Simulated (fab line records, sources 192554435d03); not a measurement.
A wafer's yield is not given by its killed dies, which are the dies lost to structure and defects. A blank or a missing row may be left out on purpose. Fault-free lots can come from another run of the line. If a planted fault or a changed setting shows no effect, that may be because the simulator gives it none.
fab line records | flow n5Finfet
record: lots: 11 wafers: 33 lastDay: 17
route steps=1938 shown BEOL_M6@1238 BEOL_M7@1263
lots that met no fault: from a run of the same line without faults
startH: hours from the record's first day to the start of the lot's first wafer shown | waitH: hours elapsed since this lot's preceding step | " as in the row above | L1.1+2: several wafers, shown together as one row | - value missing, or start not given | * or withheld: withheld | < > ~ a bound
route shown NAME@n: NAME is a module with steps in the file, n the number in the route of the first one | usual: mean/standard deviation taken from wafers without a fault | same: alike in all rows | chamber/n: place in a boat | sites: the reading at each site | _std_site: their standard deviation | _edge_site: outer sites' mean less inner sites' | radiusMm: how far each site lies from the wafer's centre | mask NAME#n: copy n | behind: tool/chamber where the wafer was last shaped | hold: the reason the lot was held/the length of the hold in hours/how it ended | device: transistor that didn't switch, given as n, p or np | end of line: at the end of the route, the tests of the same wafers | step lacking rows: just its recipe | killed: at the first sort, the dies lost to defects and structure; wafer yield is something else | map: dies across one wafer; x = killed, . = not, _ = none there
set.NAME: the setting that was run; set.NAME@STEP: the one run at that earlier step | model.NAME: the simulator's own value behind a step, which no gauge read
route steps across a sampled set of lots; one table per step, one row per wafer
services: from which hour (startH, from the record's first day; less than 0 if before it) a tool's chamber was out of use, for how many hours, and why
== steps ==
step: N5_BEOL_M6_STRIP_36
recipe: chemistry: N2/H2 powerW: 450 tempC: 40 pressureMtorr: 20 rfFrequencyHz: 6e+07 overashFraction: 0.3 biasPowerW: 7 h2Frac: 0.5 n2FlowSccm: 200 h2FlowSccm: 200
usual: chamberPressureMTorr: 20.00/0.032 drypumpMotorCurrentA: 5.7/0.43 oesProductAu: 0.79/0.091 powerW: 450.0/1.3 rfVppV: 59.1/1.6 showerheadPlenumPTorr: 2.52/0.094 throttleValvePct: 23.55/0.25
columns lot.wafer tool chamber startH waitH chamberPressureMTorr drypumpMotorCurrentA oesProductAu powerW rfHoursCounterH rfVppV showerheadPlenumPTorr throttleValvePct
L562.1 rieDiel-05 3 185.31 0.0 19.97 5.2 0.92 450.5 17 58.1 2.48 23.79
L562.4 " 3 " " 20.02 5.2 0.92 449.8 - 61.9 2.48 23.79
L562.6 " 1 " " 19.97 5.2 0.72 449.9 - 55.9 2.52 23.69
L563.2 rieDiel-06 0 210.02 0.0 19.98 5.0 0.68 447.6 247 59.7 2.60 23.84
L563.3 " 1 " " 20.03 5.4 0.75 451.8 148 58.8 2.53 23.10
L563.5 " 3 " " 20.06 6.5 0.71 449.5 - 59.5 2.40 23.39
L565.2 rieDiel-06 1 215.41 0.0 20.06 5.4 0.75 450.3 150 58.8 2.53 23.08
L565.4 " 2 " " 19.96 5.6 0.94 449.9 10 60.5 2.71 23.26
L565.6 " 3 " " 20.01 6.5 0.69 450.8 - 61.4 2.40 23.40
L564.1 rieDiel-06 3 217.84 0.0 19.95 6.4 0.69 450.5 213 60.2 2.40 23.39
L564.2 " 1 " " 19.98 5.4 0.76 450.3 151 56.1 2.53 23.07
L564.5 " 2 " " 20.01 5.6 0.93 450.6 - 60.2 2.71 23.27
L568.1 rieDiel-06 2 222.98 0.0 20.00 5.7 0.93 448.6 13 59.9 2.71 23.28
L568.2 " 3 " " 20.02 6.5 0.70 450.4 215 60.0 2.40 23.41
L568.5 " 1 " " 19.93 5.4 0.75 451.4 - 57.5 2.53 23.10
L569.2 rieDiel-05 1 235.16 0.0 20.00 5.2 0.70 448.6 207 59.0 2.51 23.70
L569.3 " 0 " " 19.95 5.7 0.70 450.6 211 58.9 2.51 23.57
L569.4 " 2 " " 20.04 5.7 0.74 450.5 205 62.5 2.61 23.23
L572.1 rieDiel-06 0 257.72 0.0 19.94 5.0 0.97 451.7 6 59.4 2.60 23.58
L572.2 " 2 " " 19.98 5.7 0.88 451.0 30 60.2 2.70 23.30
L572.4 " 0 " " 19.96 5.1 0.96 450.8 - 59.9 2.60 23.54
L573.1 rieDiel-03 0 266.07 0.0 19.99 6.1 0.77 451.3 132 58.7 2.43 23.45
L573.5 " 1 " " 19.99 5.3 0.89 451.4 - 62.6 2.59 23.87
L573.6 " 0 " " 20.04 6.1 0.76 449.8 - 59.7 2.43 23.47
L581.1 rieDiel-05 2 306.12 0.0 19.97 5.7 0.71 450.7 231 59.4 2.60 23.22
L581.2 " 0 " " 20.00 5.6 0.69 450.8 236 60.1 2.50 23.63
L581.6 " 1 " " 19.98 5.2 0.68 448.9 - 58.0 2.50 23.73
L582.1 rieDiel-03 1 325.58 0.0 19.98 5.3 0.86 450.1 61 58.2 2.58 23.89
L582.2 " 2 " " 19.97 6.2 0.70 451.2 222 57.6 2.42 23.89
L582.5 " 3 " " 20.00 5.6 0.83 451.2 - 61.0 2.46 23.61
L583.1 rieDiel-03 1 325.98 0.0 20.05 5.2 0.86 449.4 61 62.1 2.58 23.91
L583.2 " 2 " " 20.01 6.3 0.70 453.1 222 58.6 2.42 23.92
L583.5 " 2 " " 20.02 6.2 0.69 449.4 - 59.8 2.42 23.94
step: N5_BEOL_M6_ALD_77
recipe: material: TaN targetThkA: 20 tempC: 275 aldPrecursorFamily: PDMAT aldCoReactant: NH3 pressureTorr: 3 carrierFlowSccm: 1500 pulseTimeS: 2 purgeTimeS: 3 coReactantPurgeTimeS: 2 coReactantPulseTimeS: 3 aldCycles: 40 precursorVesselTempC: 75 precursorVesselPressureTorr: 26.25 precursorVesselCarrierSccm: 1000
usual: coReactantPulseTimeS: 3/0 heaterPowerW: 413/39
columns lot.wafer tool chamber startH waitH coReactantPulseTimeS heaterPowerW
L562.1 aldMetal-01 0 186.43 0.0 3 451
L562.4 " 2 " " 3 361
L562.6 " 2 " " 3 366
L563.2 aldMetal-02 1 211.00 0.0 3 426
L563.3 " 2 " " 3 390
L563.5 " 2 " " 3 403
L565.2 aldMetal-03 0 216.66 0.0 3 454
L565.4 " 1 " " 3 437
L565.6 " 0 " " 3 450
L564.1 aldMetal-01 0 219.21 0.0 3 446
L564.2 " 2 " " 3 361
L564.5 " 0 " " 3 440
L568.1 aldMetal-02 1 224.10 0.1 3 411
L568.2 " 0 " " 3 411
L568.5 " 0 " " 3 407
L569.2 aldMetal-02 3 236.21 0.3 3 349
L569.3 " 0 " " 3 406
L569.4 " 1 " " 3 409
L572.1 aldMetal-02 2 258.53 0.0 1.6841 393
L572.2 " 1 " " 3 420
L572.4 " 3 " " 1.6841 348
L573.1 aldMetal-02 0 267.32 0.1 1.6841 400
L573.5 " 3 " " 3 356
L573.6 " 0 " " 3 399
L581.1 aldMetal-03 0 307.02 0.0 3 449
L581.2 " 2 " " 3 473
L581.6 " 1 " " 3 443
L582.1 aldMetal-01 2 326.87 0.0 3 353
L582.2 " 1 " " 3 446
L582.5 " 3 " " 3 348
L583.1 aldMetal-03 3 326.97 0.0 3 419
L583.2 " 2 " " 3 473
L583.5 " 0 " " 3 440
step: N5_BEOL_M6_ANNEAL_51
recipe: tempC: 225 timeS: 90 ambient: N2
usual: wafer_temp_C_max: 225.91/0.23
columns lot.wafer tool chamber startH waitH wafer_temp_C_max
L562.1 rtpAnneal-02 0 187.28 0.1 225.98
L562.4 " 0 " " 225.85
L562.6 " 0 " " 226.18
L563.2 rtpAnneal-02 0 213.77 0.2 225.70
L563.3 " 0 " " 225.83
L563.5 " 0 " " 225.52
L565.2 rtpAnneal-02 0 218.66 0.8 225.66
L565.4 " 0 " " 225.80
L565.6 " 0 " " 225.74
L564.1 rtpAnneal-02 0 221.18 0.3 225.86
L564.2 " 0 " " 225.83
L564.5 " 0 " " 225.87
L568.1 rtpAnneal-02 0 225.72 0.7 226.05
L568.2 " 0 " " 225.98
L568.5 " 0 " " 226.18
L569.2 rtpAnneal-01 0 238.32 0.3 226.04
L569.3 " 0 " " 226.04
L569.4 " 0 " " 225.71
L572.1 rtpAnneal-02 0 260.20 0.5 225.92
L572.2 " 0 " " 226.18
L572.4 " 0 " " 226.25
L573.1 rtpAnneal-02 0 268.09 0.1 225.69
L573.5 " 0 " " 226.02
L573.6 " 0 " " 226.03
L581.1 rtpAnneal-02 0 307.77 0.1 225.82
L581.2 " 0 " " 225.82
L581.6 " 0 " " 225.86
L582.1 rtpAnneal-02 0 328.11 0.6 226.19
L582.2 " 0 " " 225.67
L582.5 " 0 " " 225.86
L583.1 rtpAnneal-01 0 328.81 0.8 226.23
L583.2 " 0 " " 225.78
L583.5 " 0 " " 225.59
step: N5_BEOL_M7_ILD_DEP_00
recipe: material: SiCOH_lowk targetThkA: 1797.5 tempC: 300 precursor: DEMS/porogen pressureTorr: 5 rfW: 500 timeS: 33.4
usual: heaterPowerW: 305/47 showerheadPlenumPTorr: 5.743/0.014 throttleValvePct: 13.9/0.65
columns lot.wafer tool chamber startH waitH heaterPowerW showerheadPlenumPTorr throttleValvePct
L562.1 pecvd-03 0 188.06 0.0 302 5.745 14.0
L562.4 " 0 " " 238 5.724 14.3
L562.6 " 2 " " 241 5.722 12.9
L563.2 pecvd-02 1 214.54 0.0 326 5.740 14.1
L563.3 " 1 " " 325 5.738 14.0
L563.5 " 0 " " 362 5.742 15.0
L565.2 pecvd-03 1 219.41 0.0 324 5.767 14.7
L565.4 " 1 " " 324 5.762 14.3
L565.6 " 2 " " 234 5.726 13.1
L564.1 pecvd-03 1 221.96 0.0 370 5.755 14.3
L564.2 " 2 " " 271 5.733 13.2
L564.5 " 1 " " 290 5.759 14.2
L568.1 pecvd-03 2 226.51 0.0 270 5.727 12.9
L568.2 " 0 " " 294 5.736 14.1
L568.5 " 0 " " 290 5.744 14.2
L569.2 pecvd-01 0 239.09 0.0 289 5.713 13.6
L569.3 " 0 " " 293 5.723 13.4
L569.4 " 1 " " 390 5.767 13.8
L572.1 pecvd-03 2 261.25 0.0 256 5.734 12.9
L572.2 " 0 " " 286 5.750 13.9
L572.4 " 2 " " 266 5.730 13.0
L573.1 pecvd-02 1 268.88 0.0 316 5.741 14.2
L573.5 " 1 " " 320 5.739 14.3
L573.6 " 2 " " 295 5.749 13.5
L581.1 pecvd-01 2 308.56 0.0 342 5.741 12.8
L581.2 " 1 " " 366 5.750 14.1
L581.6 " 0 " " 277 5.728 13.4
L582.1 pecvd-02 0 328.91 0.0 377 5.748 14.9
L582.2 " 2 " " 265 5.739 13.3
L582.5 " 0 " " 394 5.756 15.1
L583.1 pecvd-02 2 329.67 0.0 281 5.737 13.7
L583.2 " 0 " " 304 5.743 14.9
L583.5 " 1 " " 335 5.734 14.0
== services ==
columns tool chamber startH hours kind
pecvd-01 1 167.18 4.5 repair
rieDiel-05 2 169.34 16.3 repair
rieDiel-05 0 170.33 5.8 repair
pecvd-03 2 172.20 2.1 scheduledDown
aldMetal-03 3 219.06 25.0 repair
pecvd-01 - 219.34 6.0 pm
rieDiel-06 0 219.61 - clean
rieDiel-06 0 219.61 - consumableReplace:focusRing
rieDiel-06 0 219.61 23.5 scheduledDown
rieDiel-06 0 219.61 23.5 ventCycle
rieDiel-03 0 223.19 7.0 repair
pecvd-01 2 234.42 2.5 repair
rieDiel-06 3 249.82 7.8 repair
rieDiel-06 1 268.25 3.5 repair
pecvd-03 2 270.65 2.1 repair
aldMetal-02 3 271.11 12.5 repair
aldMetal-03 3 274.16 3.4 repair
rieDiel-05 1 280.42 2.5 repair
pecvd-03 1 288.67 5.5 scheduledDown
aldMetal-01 - 294.99 2.7 repair
pecvd-03 0 303.45 5.0 repair
pecvd-02 - 303.54 3.5 repair
aldMetal-02 2 307.98 22.7 repair
pecvd-01 0 316.01 5.0 repair
== key ==
firstSign: step: N5_BEOL_M6_ALD_77 reading: coReactantPulseTimeS direction: down sigmas: 99+ usual: * struck: *
effect none on later readings
metAt N5_BEOL_M6_ALD_77
struckLots L572,L573
struckWafers L572.1,L572.4,L573.1
notActingAt N5_BEOL_M6_STRIP_36,N5_BEOL_M6_ANNEAL_51,N5_BEOL_M7_ILD_DEP_00
onsetBetween 236.21 258.53
fault: kind: processParameterDrift tool: aldMetal-02 chamber: - onsetH: 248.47 steps: N5_BEOL_M6_ALD_77 channel: coReactantPulseTimeS offset: * shape: step endH: 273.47 scope: struckWafersOnly actsIn: * stated: *
